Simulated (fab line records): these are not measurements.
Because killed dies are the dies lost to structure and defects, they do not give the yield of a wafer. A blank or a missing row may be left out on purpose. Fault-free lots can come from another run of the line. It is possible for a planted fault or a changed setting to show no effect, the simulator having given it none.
Chamber matching | flow n5 finfet | rie diel-02 running N5_BEOL_M13_DESCUM_33: 4 sister chambers
The step chemistry O2, time 7.9 s. 4 wafers are shown with their chamber, then 8 later ones without.

WAFERS PAIRED WITH THEIR CHAMBERS
wafer  | chamber | throttle valve pct (%)
L081.4 | 3       | 20.03
L084.5 | 0       | 20.89
L084.6 | 1       | 20.36
L088.1 | 2       | 20.95

WAFERS WHOSE CHAMBER IS MISSING
wafer  | throttle valve pct (%)
L088.2 | 20.37
L088.6 | 20.06
L095.2 | 20.90
L095.3 | 20.09
L095.5 | 20.98
L096.1 | 20.91
L096.2 | 20.96
L096.5 | 20.98

WHICH CHAMBER EACH WENT THROUGH
wafer  | from the rows above     | in truth
L088.2 | 1                       | 1
L088.6 | 3                       | 3
L095.2 | can't be placed: 0 or 2 | 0
L095.3 | 3                       | 3
L095.5 | 2                       | 2
L096.1 | can't be placed: 0 or 2 | 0
L096.2 | 2                       | 2
L096.5 | 2                       | 2
6 of 8 placed correctly. Cannot be placed on the basis of these rows: 2; the candidates contain the true chamber in 2. Wrongly placed: 0.
How it was worked out, from the rows above alone: a wafer's distance from a chamber is the root of the sum, over the readings, of the square of ((its reading less the chamber's mean) divided by the reading's scatter). If the next closest chamber is less than 2 further off than the closest, the wafer can't be placed; otherwise it belongs to the closest. For every chamber, the mean is computed from those of its wafers that are shown. The scatter: root of mean squared gap, hidden wafer to nearest shown wafer, with one shown wafer a chamber.
